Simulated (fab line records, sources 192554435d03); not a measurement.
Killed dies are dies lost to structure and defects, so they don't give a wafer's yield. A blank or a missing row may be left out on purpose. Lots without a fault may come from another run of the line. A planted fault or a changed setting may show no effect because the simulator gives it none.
fab line records | flow n5_finfet
record lots=6 wafers=18 last_day=19
route steps=1938 shown BEOL_M10@1521 PASSIVATION@1936
lots that met no fault: from a run of the same line without faults
start_h: hours from the record's first day to the start of the lot's first wafer shown | wait_h: hours since the lot's step before | " the same as in the row above | L1.1+2: a row that stands for several wafers | - no value, or no start given | * or withheld: withheld | < > ~ a bound
route shown NAME@n: a module of which the file shows steps, and the number in the route of the first | usual: mean/standard deviation of fault-free wafers | same: alike in all rows | chamber/n: place in a boat | sites: the reading at each site | _std_site: their standard deviation | _edge_site: outer sites' mean less inner sites' | radius_mm: how far each site lies from the wafer's centre | mask NAME#n: copy n | behind: the tool/chamber that last shaped the wafer | hold: why the lot was held/for how many hours/how that ended | device: the transistor (n, p or np) that didn't switch | end of line: the same wafers' tests at the end of the route | a step without rows: its recipe alone | killed: dies lost to structure and defects at the first sort, not the wafer's yield | map: a wafer's dies, x killed, . not, _ none there
set.NAME: the setting as run; set.NAME@STEP: as run at that earlier step | model.NAME: the simulator's own value behind a step, which no gauge read
lots at some steps of the route; a table a step, a row a wafer
services: from which hour (start_h, from the record's first day; less than 0 if before it) a tool's chamber was out of use, for how many hours, and why
## steps
# step N5_BEOL_M10_CURE_72
# recipe temp_c=370 time_s=120 ambient=DMADMS/He material=SiCOH_lowk
# step N5_BEOL_M10_DEGAS_44
# recipe ambient=vacuum temp_c=250 time_s=60
# usual heater_power_w=325/29
# columns lot.wafer tool chamber start_h wait_h heater_power_w
L819.1 pvd_sputter-03 - 243.76 0.3 305
L819.4 " - " " 357
L819.6 " - " " 353
L821.1 pvd_sputter-02 - 255.86 0.4 365
L821.2 " - " " 318
L821.5 " - " " 317
L827.1 pvd_sputter-03 - 297.48 1.9 296
L827.3 " - " " 311
L827.6 " - " " 308
L828.2 pvd_sputter-03 - 314.91 0.4 310
L828.3 " - " " 344
L828.6 " - " " 315
L838.1 pvd_sputter-03 - 349.30 1.6 348
L838.4 " - " " 284
L838.6 " - " " 299
L842.2 pvd_sputter-03 - 417.90 0.4 353
L842.4 " - " " 296
L842.6 " - " " 318
# step N5_BEOL_M10_PRE_CLEAN_45
# recipe gas=H2/He time_s=30 temp_c=250
# step N5_BEOL_M10_ALD_74
# recipe material=TaN target_thk_a=20 temp_c=275 ald_precursor_family=PDMAT ald_co_reactant=NH3 pressure_torr=3 carrier_flow_sccm=1500 pulse_time_s=2 purge_time_s=3 co_reactant_purge_time_s=2 co_reactant_pulse_time_s=3 ald_cycles=40 precursor_vessel_temp_c=75 precursor_vessel_pressure_torr=26.25 precursor_vessel_carrier_sccm=1000
# usual heater_power_w=435/61
# columns lot.wafer tool chamber start_h wait_h heater_power_w
L819.1 ald_metal-03 3 243.87 0.1 399
L819.4 " 0 " " 510
L819.6 " 0 " " 510
L821.1 ald_metal-02 3 255.96 0.0 450
L821.2 " 1 " " 496
L821.5 " 2 " " 408
L827.1 ald_metal-03 2 297.58 0.0 327
L827.3 " 1 " " 402
L827.6 " 0 " " 525
L828.2 ald_metal-03 1 315.03 0.1 394
L828.3 " 0 " " 518
L828.6 " 3 " " 391
L838.1 ald_metal-01 0 349.40 0.0 390
L838.4 " 2 " " 467
L838.6 " 0 " " 381
L842.2 ald_metal-02 0 418.00 0.0 417
L842.4 " 3 " " 426
L842.6 " 3 " " 435
# step N5_BEOL_M10_SURFACE_TREAT_76
# recipe gas=Ar time_s=* ion_energy_ev=* ion_current_ma_cm2=0.5 pressure_mtorr=* ar_flow_sccm=30
# usual throttle_valve_pct=*
# columns lot.wafer tool chamber start_h wait_h throttle_valve_pct
L819.1 pvd_sputter-01 - 245.63 1.6 *
L819.4 " - " " *
L819.6 " - " " *
L821.1 pvd_sputter-03 - 256.51 0.4 *
L821.2 " - " " *
L821.5 " - " " *
L827.1 pvd_sputter-01 - 297.87 0.2 *
L827.3 " - " " *
L827.6 " - " " *
L828.2 pvd_sputter-01 - 315.42 0.3 *
L828.3 " - " " *
L828.6 " - " " *
L838.1 pvd_sputter-01 - 349.74 0.2 *
L838.4 " - " " *
L838.6 " - " " *
L842.2 pvd_sputter-01 - 418.28 0.2 *
L842.4 " - " " *
L842.6 " - " " *
# step N5_BEOL_M10_CVD_75
# recipe material=Co target_thk_a=20 temp_c=withheld precursor=CCTBA/H2 pressure_torr=30 time_s=138.9
# step N5_BEOL_M10_SPUTTER_48
# recipe material=Cu target_thk_a=120 temp_c=-20 bias_v=60 power_w=26000 chamber_pressure_pa=0.13 time_s=2
# usual throttle_valve_pct=30.6/1.3
# columns lot.wafer tool chamber start_h wait_h throttle_valve_pct
L819.1 pvd_sputter-01 - 245.87 0.1 31.4
L819.4 " - " " 32.8
L819.6 " - " " 32.8
L821.1 pvd_sputter-03 - 256.75 0.1 29.1
L821.2 " - " " 30.1
L821.5 " - " " 30.3
L827.1 pvd_sputter-01 - 298.10 0.1 33.1
L827.3 " - " " 30.8
L827.6 " - " " 31.5
L828.2 pvd_sputter-01 - 315.70 0.1 30.6
L828.3 " - " " 29.8
L828.6 " - " " 31.3
L838.1 pvd_sputter-01 - 349.94 0.1 29.7
L838.4 " - " " 30.7
L838.6 " - " " 32.9
L842.2 pvd_sputter-02 - 418.70 0.2 29.4
L842.4 " - " " 31.8
L842.6 " - " " 28.6
# step N5_BEOL_M10_ECD_50
# recipe material=Cu target_thk_a=3180
# step N5_BEOL_M10_ANNEAL_51
# recipe temp_c=225 time_s=90 ambient=N2
# step N5_BEOL_M10_CMP_52
# recipe stop_on=SiCOH_lowk t_overpolish_s=7 down_force_psi=1 platen_rpm=50 clearing_platen_down_force_psi=1.5 clearing_platen_rpm=50 post_cmp_clean=cu_alkaline target_thk_nm=140 clearing_platen_pad_velocity_m_s=0.99484 pad_velocity_m_s=0.99484
# usual barrier_field_endpoint_s=29.1/0.86 clearing_platen_rpm=50.000/0.025 motor_current_A=5.8/0.34 overpolish_run_s=7.000/0.0094 time_to_endpoint_s=67/3.6
# columns lot.wafer tool chamber start_h wait_h barrier_field_endpoint_s clearing_platen_rpm motor_current_A overpolish_run_s time_to_endpoint_s
L819.4 cmp-02 0 246.43 0.2 30.4 50.020 6.0 7.007 72
L819.1 " 1 " " 29.1 50.019 6.0 6.996 71
L819.6 " 0 " " 31.3 49.983 5.8 6.997 77
L821.2 cmp-03 3 257.35 0.2 29.7 49.988 5.4 6.988 74
L821.1 " 0 " " 29.1 50.037 5.7 6.998 70
L821.5 " 3 " " 30.2 50.019 5.3 6.978 71
L827.1 cmp-01 1 298.64 0.3 29.4 50.022 5.8 7.001 63
L827.3 " 3 " " 28.9 49.998 5.7 7.014 64
L827.6 " 2 " " 29.9 49.994 6.4 6.990 68
L828.2 cmp-03 2 316.90 0.2 28.8 49.992 6.2 7.009 70
L828.3 " 3 " " 29.3 49.995 5.3 7.000 71
L828.6 " 1 " " 28.4 50.011 6.3 6.992 67
L838.4 cmp-03 2 350.46 0.1 28.9 49.985 6.3 7.002 71
L838.1 " 3 " " 28.8 50.029 5.4 7.000 68
L838.6 " 3 " " 29.8 50.014 5.4 6.989 72
L842.4 cmp-02 0 420.94 0.2 29.9 50.016 5.7 7.020 71
L842.2 " 2 " " 28.7 49.981 5.9 6.997 67
L842.6 " 3 " " 29.5 49.976 5.6 7.001 66
# step N5_BEOL_M10_THK_MEAS_53
# recipe thk_meas_gauge=xrf reads=Cu_of_BEOL_M10_ECD_50
# usual M10_THK=144/3.3
# columns lot.wafer tool chamber start_h wait_h M10_THK[nm]
L819.1 film_metro-02 - 246.69 - 146
L819.4 " - " " 144
L819.6 " - " " 143
L821.1 film_metro-02 - 257.61 - 147
L821.2 " - " " 142
L821.5 " - " " 142
L827.1 film_metro-01 - 298.93 - 139
L827.3 " - " " 144
L827.6 " - " " 144
L828.2 film_metro-02 - 317.16 - 148
L828.3 " - " " 147
L828.6 " - " " 147
L838.1 film_metro-02 - 350.76 - 145
L838.4 " - " " 144
L838.6 " - " " 147
L842.2 film_metro-01 - 421.20 - 148
L842.4 " - " " 151
L842.6 " - " " 148
# step N5_BEOL_M10_PRE_CLEAN_55
# recipe gas=NH3 time_s=15 temp_c=withheld rf_power_w=300
# step N5_BEOL_M10_DEP_56
# recipe material=SiCN target_thk_a=150 temp_c=withheld precursor=3MS/NH3 pressure_torr=3 rf_w=202 time_s=26.5
# usual rf_fwd_power_W=200.1/0.94 showerhead_plenum_p_Torr=3.661/0.015 throttle_valve_pct=8.8/0.3
# columns lot.wafer tool chamber start_h wait_h rf_fwd_power_W showerhead_plenum_p_Torr throttle_valve_pct model.SiCN_of_BEOL_M10_DEP_56.thk_nm
L819.1 pecvd-02 2 246.75 0.0 198.4 3.668 8.9 14.8
L819.4 " 0 " " 199.3 3.667 9.2 15.2
L819.6 " 2 " " 197.4 3.675 8.8 15
L821.1 pecvd-01 0 257.67 0.0 200.8 3.682 8.1 14.6
L821.2 " 2 " " 199.6 3.645 8.8 14.8
L821.5 " 0 " " 200.2 3.677 8.2 15
L827.1 pecvd-02 0 299.00 0.0 199.8 3.660 8.9 15
L827.3 " 2 " " 199.4 3.679 8.7 15
L827.6 " 0 " " 199.2 3.661 9.2 18.6
L828.2 pecvd-02 1 317.22 0.0 199.1 3.666 8.5 14.8
L828.3 " 0 " " 197.8 3.669 8.9 15
L828.6 " 2 " " 199.3 3.679 8.9 18.2
L838.1 pecvd-03 2 350.82 0.0 201.6 3.626 8.8 14.8
L838.4 " 1 " " 201.1 3.661 9.0 15.4
L838.6 " 0 " " 200.9 3.663 9.2 15.6
L842.2 pecvd-01 2 421.26 0.0 199.9 3.655 8.9 14.8
L842.4 " 2 " " 201.3 3.648 9.0 15.2
L842.6 " 0 " " 200.9 3.685 8.2 15
# step N5_BEOL_M10_RS_MEAS_57
# recipe thk_meas_gauge=four-point-probe reads=Cu_of_BEOL_M10_ECD_50+Co_of_BEOL_M10_CVD_75+TaN_of_BEOL_M10_ALD_74
# usual M10_RS=0.150/0.0036
# columns lot.wafer tool chamber start_h wait_h M10_RS[ohm/sq]
L819.1 film_metro-02 - 246.82 0.1 0.147
L819.4 " - " " 0.148
L819.6 " - " " 0.151
L821.1 film_metro-01 - 257.75 0.1 0.147
L821.2 " - " " 0.153
L821.5 " - " " 0.154
L827.1 film_metro-02 - 299.07 0.1 0.155
L827.3 " - " " 0.150
L827.6 " - " " 0.150
L828.2 film_metro-02 - 317.29 0.1 0.145
L828.3 " - " " 0.147
L828.6 " - " " 0.147
L838.1 film_metro-01 - 350.89 0.1 0.152
L838.4 " - " " 0.153
L838.6 " - " " 0.149
L842.2 film_metro-01 - 421.33 0.1 0.148
L842.4 " - " " 0.143
L842.6 " - " " 0.148
# step N5_PASSIVATION_PROBE_49
# usual defect_limited_yield=91.0/1.5 killed_at_M0_to_M3=35/11 killed_at_M4_up=13/5 killed_at_contacts=12/5.9 killed_at_front_end=42/13 killed_at_other=3/3.2 killed_dies=106/18 killed_on_rim=14/4.2 killed_open=69/13 killed_short=35/8.9 sort_bin_5_function=5.2/0.95 sort_bin_6_memory=3.3/0.71 sort_n_pass=1074/18 sort_yield_pct=91.0/1.5
# same gross_dies=1180 killed_at_back_side=0 sort_bin_4_leakage[%]=0 sort_bin_8_speed[%]=0
# columns lot.wafer tool chamber start_h wait_h defect_limited_yield[%] killed_at_M0_to_M3 killed_at_M4_up killed_at_contacts killed_at_front_end killed_at_other killed_dies killed_on_rim killed_open killed_short sort_bin_5_function[%] sort_bin_6_memory[%] sort_n_pass sort_yield_pct[%]
L821.1 prober-02 - 307.79 0.0 90.8 38 17 13 38 3 109 14 72 36 5.8 3.1 1071 90.8
L821.2 prober-02 - 307.84 0.1 89.0 46 25 13 46 0 130 15 89 39 6.5 4.2 1050 89.0
L821.5 prober-02 - 307.99 0.2 88.5 40 24 32 37 3 136 13 97 34 7.1 4.1 1044 88.5
L827.1 prober-01 - 354.01 0.0 89.4 39 6 19 56 5 125 13 74 51 6.3 4.0 1055 89.4
L827.3 prober-01 - 354.11 0.1 89.7 28 9 21 61 3 122 18 80 37 5.3 3.9 1058 89.7
L827.6 prober-01 - 354.26 0.3 89.5 41 12 15 56 0 124 16 79 45 6.2 3.8 1056 89.5
L828.2 prober-02 - 363.32 0.1 90.8 54 8 7 34 5 108 16 67 36 4.7 3.7 1072 90.8
L828.3 prober-02 - 363.37 0.1 89.7 65 17 5 30 4 121 18 72 48 6.0 3.5 1059 89.7
L828.6 prober-02 - 363.52 0.3 91.9 42 23 7 18 6 96 16 54 42 5.3 2.1 1084 91.9
L838.1 prober-02 - 409.61 0.0 90.3 53 14 10 38 0 115 22 61 50 5.8 3.5 1065 90.3
L838.4 prober-02 - 409.76 0.2 90.7 42 11 15 41 1 110 12 62 43 5.5 3.6 1070 90.7
L838.6 prober-02 - 409.86 0.3 90.3 49 6 13 47 0 115 16 55 57 5.4 3.9 1065 90.3
L842.2 prober-02 - 465.13 0.1 92.8 27 6 13 38 1 85 9 53 31 3.8 3.1 1095 92.8
L842.4 prober-02 - 465.23 0.2 94.2 29 3 7 27 2 68 8 47 19 2.7 2.9 1112 94.2
L842.6 prober-02 - 465.33 0.3 93.1 44 3 12 23 0 82 16 54 25 3.4 2.9 1098 93.1
# killed by level:class
L821.1 FIN_SAQP:geometric_particle:open=12 MOL_CONTACT_COAG:geometric_particle:open=8 BEOL_M1:geometric_particle:open=7 BEOL_M2:geometric_particle:open=7 BEOL_M5:geometric_particle:open=6 DUMMY_GATE:geometric_particle:open=5 MOL_CONTACT_COAG:geometric_particle:short=5 BEOL_M0_SAQP:geometric_particle:short=5
L821.2 FIN_SAQP:geometric_particle:open=16 BEOL_M4:geometric_particle:open=12 BEOL_M0_SAQP:geometric_particle:short=10 BEOL_M1:geometric_particle:open=10 BEOL_M2:geometric_particle:open=10 MOL_CONTACT_COAG:geometric_particle:open=9 FIN_SAQP:geometric_particle:short=8 BEOL_M5:geometric_particle:open=6
L821.5 MOL_CONTACT_COAG:geometric_particle:open=26 FIN_SAQP:geometric_particle:open=12 BEOL_M2:geometric_particle:open=10 BEOL_M0_SAQP:geometric_particle:open=7 MOL_CONTACT_COAG:geometric_particle:short=6 BEOL_M0:geometric_particle:open=6 BEOL_M5:geometric_particle:open=6 DUMMY_GATE:geometric_particle:open=5
L827.1 STI_FIN_REVEAL:geometric_particle:open=22 MOL_CONTACT_COAG:geometric_particle:open=16 BEOL_M0_SAQP:geometric_particle:short=10 BEOL_M3:geometric_particle:open=7 FIN_SAQP:geometric_particle:open=6 FIN_SAQP:geometric_particle:short=5 STI_FIN_REVEAL:geometric_particle:short=5 BEOL_M1:geometric_particle:short=5
L827.3 STI_FIN_REVEAL:geometric_particle:open=27 MOL_CONTACT_COAG:geometric_particle:open=13 BEOL_M1:geometric_particle:open=9 MOL_CONTACT_COAG:geometric_particle:short=8 BEOL_M0_SAQP:geometric_particle:short=6 BEOL_M3:geometric_particle:open=6 HKMG_FIN:area_etch=5 FIN_SAQP:geometric_particle:short=4
L827.6 STI_FIN_REVEAL:geometric_particle:open=18 FIN_SAQP:geometric_particle:short=15 MOL_CONTACT_COAG:geometric_particle:open=10 BEOL_M0_SAQP:geometric_particle:open=10 BEOL_M0_SAQP:geometric_particle:short=8 BEOL_M1:geometric_particle:open=7 BEOL_M0:geometric_particle:open=7 FIN_SAQP:geometric_particle:open=5
L828.2 BEOL_M0_SAQP:geometric_particle:open=13 BEOL_M0_SAQP:geometric_particle:short=11 BEOL_M2:geometric_particle:short=9 DUMMY_GATE:geometric_particle:open=8 BEOL_M2:geometric_particle:open=6 BEOL_M3:geometric_particle:open=6 MOL_CONTACT_COAG:geometric_particle:open=5 HKMG_FIN:area_etch=5
L828.3 BEOL_M0_SAQP:geometric_particle:short=16 BEOL_M3:geometric_particle:open=13 BEOL_M0_SAQP:geometric_particle:open=11 BEOL_M1:geometric_particle:open=10 GATE_CUT:geometric_particle:short=7 MOL_CONTACT_COAG:geometric_particle:open=5 ILD0:geometric_particle:open=5 BEOL_M1:geometric_particle:short=5
L828.6 BEOL_M0_SAQP:geometric_particle:short=12 BEOL_M2:geometric_particle:short=11 BEOL_M5:geometric_particle:open=9 MOL_CONTACT_COAG:geometric_particle:open=5 BEOL_M3:geometric_particle:open=5 FIN_SAQP:geometric_particle:open=4 BEOL_M0_SAQP:geometric_particle:open=4 BEOL_M6:geometric_particle:open=4
L838.1 BEOL_M0_SAQP:geometric_particle:short=16 BEOL_M0_SAQP:geometric_particle:open=14 FIN_SAQP:geometric_particle:short=11 BEOL_M1:geometric_particle:open=11 MOL_CONTACT_COAG:geometric_particle:open=7 STI_FIN_REVEAL:geometric_particle:open=6 BEOL_M1:geometric_particle:short=5 FIN_SAQP:geometric_particle:open=4
L838.4 MOL_CONTACT_COAG:geometric_particle:open=13 BEOL_M0_SAQP:geometric_particle:open=13 BEOL_M0_SAQP:geometric_particle:short=12 STI_FIN_REVEAL:geometric_particle:open=8 FIN_SAQP:geometric_particle:short=7 FIN_SAQP:geometric_particle:open=6 BEOL_M4:geometric_particle:open=6 GATE_CUT:geometric_particle:short=4
L838.6 BEOL_M0_SAQP:geometric_particle:short=14 FIN_SAQP:geometric_particle:short=13 GATE_CUT:geometric_particle:short=11 BEOL_M0_SAQP:geometric_particle:open=11 MOL_CONTACT_COAG:geometric_particle:open=7 BEOL_M1:geometric_particle:open=7 BEOL_M1:geometric_particle:short=6 STI_FIN_REVEAL:geometric_particle:open=5
L842.2 FIN_SAQP:geometric_particle:open=13 FIN_SAQP:geometric_particle:short=12 MOL_CONTACT_COAG:geometric_particle:open=11 BEOL_M1:geometric_particle:open=6 GATE_CUT:geometric_particle:short=4 BEOL_M0_SAQP:geometric_particle:open=4 BEOL_M0_SAQP:geometric_particle:short=4 BEOL_M3:geometric_particle:open=4
L842.4 FIN_SAQP:geometric_particle:open=12 MOL_CONTACT_COAG:geometric_particle:open=7 BEOL_M3:geometric_particle:open=5 FIN_SAQP:geometric_particle:short=4 BEOL_M0_SAQP:geometric_particle:open=4 BEOL_M1:geometric_particle:open=4 BEOL_M2:geometric_particle:open=4 BEOL_M0_SAQP:geometric_particle:short=3
L842.6 BEOL_M2:geometric_particle:open=12 MOL_CONTACT_COAG:geometric_particle:open=11 BEOL_M3:geometric_particle:open=7 BEOL_M0_SAQP:geometric_particle:short=6 FIN_SAQP:geometric_particle:short=5 BEOL_M0_SAQP:geometric_particle:open=5 BEOL_M0:geometric_particle:open=5 GATE_CUT:geometric_particle:short=4
## services
# columns tool chamber start_h hours kind
pecvd-03 - 222.51 6.0 pm
pvd_sputter-02 - 229.10 4.9 repair
cmp-01 - 246.51 4.5 repair
pvd_sputter-01 - 264.67 2.1 repair
cmp-03 - 265.54 4.3 pm
ald_metal-01 0 268.20 23.7 repair
pecvd-03 1 278.44 12.3 repair
ald_metal-01 3 283.16 4.9 repair
pecvd-02 - 299.94 5.5 pm
pecvd-03 0 300.65 12.7 repair
pecvd-01 0 310.77 1.8 repair
ald_metal-01 0 317.71 9.4 repair
pecvd-02 - 323.14 0.7 repair
pecvd-01 - 326.53 0.5 repair
pecvd-01 - 330.65 0.3 repair
pecvd-01 - 332.47 1.4 repair
cmp-01 - 334.09 4.0 pm
ald_metal-02 - 348.31 4.3 pm
ald_metal-02 - 364.67 8.7 pm
cmp-02 - 371.86 1.0 repair
ald_metal-03 - 393.16 2.8 pm
cmp-03 - 395.81 1.4 repair
cmp-01 - 412.50 1.8 repair
cmp-03 - 417.16 4.7 pm
## key
first_sign none at tools or gauges
model_effect step=N5_BEOL_M10_DEP_56 value=SiCN_of_BEOL_M10_DEP_56.thk_nm without=15.3 struck=18.4
met_at N5_BEOL_M10_DEP_56
struck_wafers L827.6,L828.6
onset_between 246.75 299.00
fault kind=process_parameter_drift tool=pecvd-02 chamber=- onset_h=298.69 steps=N5_BEOL_M10_DEP_56 channel=time_s offset=* shape=step end_h=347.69 scope=struck_wafers_only acts_in=* stated=*
